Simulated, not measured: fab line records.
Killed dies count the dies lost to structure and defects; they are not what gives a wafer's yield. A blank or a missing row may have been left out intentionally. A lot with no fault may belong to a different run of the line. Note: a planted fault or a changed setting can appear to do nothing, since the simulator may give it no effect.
Chamber matching | flow n5-finfet | N5_BEOL_M2_ETCHBACK_99 on rie-diel-01 has 4 sister chambers
The step etches SiO2 in CHF3, target depth 5 nm, time 10.4 s. 8 wafers are shown with their chamber, then 9 later ones without.

WAFERS, EACH WITH ITS CHAMBER
wafer  | chamber | showerhead-plenum-p-Torr (Torr) | drypump-motor-current-A (A)
L079.1 | 2       | 2.27                            | 5.2
L079.5 | 0       | 2.12                            | 5.6
L081.2 | 3       | 2.27                            | 6.5
L081.4 | 2       | 2.27                            | 5.1
L086.2 | 0       | 2.11                            | 5.6
L087.1 | 1       | 2.11                            | 5.7
L087.3 | 3       | 2.26                            | 6.5
L087.5 | 1       | 2.11                            | 5.7

WAFERS WHOSE CHAMBER IS MISSING
wafer  | showerhead-plenum-p-Torr (Torr) | drypump-motor-current-A (A)
L092.1 | 2.11                            | 5.6
L092.2 | 2.26                            | 6.5
L092.5 | 2.10                            | 5.7
L093.4 | 2.10                            | 5.8
L093.5 | 2.26                            | 6.5
L093.6 | 2.26                            | 5.1
L095.1 | 2.26                            | 5.1
L095.4 | 2.26                            | 6.5
L095.5 | 2.26                            | 5.1

CHAMBER TAKEN BY EACH
wafer  | from the rows above     | in truth
L092.1 | can't be placed: 0 or 1 | 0
L092.2 | 3                       | 3
L092.5 | 1                       | 1
L093.4 | 1                       | 1
L093.5 | 3                       | 3
L093.6 | 2                       | 2
L095.1 | 2                       | 2
L095.4 | 3                       | 3
L095.5 | 2                       | 2
Correct placement for 8 of the 9. Unplaceable from these rows: 1, with the true chamber sitting among the candidates in 1. Placed wrongly: 0.
How it was worked out, from the rows above alone: a wafer's distance from a chamber is the root of the sum, over the readings, of the square of ((its reading less the chamber's mean) divided by the reading's scatter). The wafer belongs to the nearest chamber; if the next one is less than 2 further off, it can't be placed. Each chamber's mean is taken over the wafers shown for it. How the scatter is found: for the shown wafers, subtract from each reading the mean of its chamber, square and add these, divide the total by (wafers less chambers), then take the root.
